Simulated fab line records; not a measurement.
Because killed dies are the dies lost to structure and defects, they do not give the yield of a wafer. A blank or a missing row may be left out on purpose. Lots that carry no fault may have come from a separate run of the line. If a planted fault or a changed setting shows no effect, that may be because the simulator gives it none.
Matching of chambers    flow n5Finfet    4 sister chambers for N5_GATE_CUT_STRIP_42 on rieDiel-01
The step strips in O2. 14 wafers are shown with their chamber, then 7 later ones without.

## EACH WAFER AND ITS CHAMBER
wafer   chamber  showerheadPlenumPTorr (Torr)  drypumpMotorCurrentA (A)  throttleValvePct (%)
L075.1  3        2.14                          5.16                      16.83
L075.2  1        2.17                          5.48                      16.64
L075.3  0        2.03                          5.41                      16.73
L079.1  0        2.02                          5.41                      16.77
L079.4  2        2.16                          5.71                      17.10
L079.6  0        2.02                          5.43                      16.76
L082.1  1        2.17                          5.43                      16.67
L082.2  2        2.16                          5.76                      17.12
L082.6  1        2.17                          5.47                      16.68
L087.1  0        2.02                          5.42                      16.77
L087.5  1        2.16                          5.49                      16.69
L087.6  3        2.14                          5.16                      16.86
L089.1  0        2.02                          5.41                      16.80
L089.3  3        2.14                          5.15                      16.85

SIGNATURES (means of the wafers above)
reading                chamber 0  chamber 1  chamber 2  chamber 3  scatter within a chamber
showerheadPlenumPTorr  2.0220     2.1675     2.1600     2.1400     0.00394
drypumpMotorCurrentA   5.4160     5.4675     5.7350     5.1567     0.0193
throttleValvePct       16.7660    16.6700    17.1100    16.8467    0.0214
Rule: a wafer's distance from a chamber is the root of the sum, over the readings, of the square of ((its reading less the chamber's mean) divided by the reading's scatter). The wafer belongs to the nearest chamber; if the next one is less than 2 further off, it can't be placed. How the scatter is found: for the shown wafers, subtract from each reading the mean of its chamber, square and add these, divide the total by (wafers less chambers), then take the root.

## WAFERS WHOSE CHAMBER IS MISSING
wafer   showerheadPlenumPTorr (Torr)  drypumpMotorCurrentA (A)  throttleValvePct (%)
L089.4  2.15                          5.74                      17.14
L096.1  2.13                          5.18                      16.89
L096.4  2.15                          5.72                      17.17
L096.6  2.13                          5.16                      16.90
L097.1  2.15                          5.74                      17.19
L097.2  2.13                          5.14                      16.90
L097.3  2.01                          5.41                      16.80

## WHICH CHAMBER EACH WENT THROUGH
wafer   from the rows above  in truth
L089.4  2                    2
L096.1  3                    3
L096.4  2                    2
L096.6  3                    3
L097.1  2                    2
L097.2  3                    3
L097.3  0                    0
Placed correctly: 7 of 7. From these rows, 0 cannot be placed. Placed wrongly: 0.
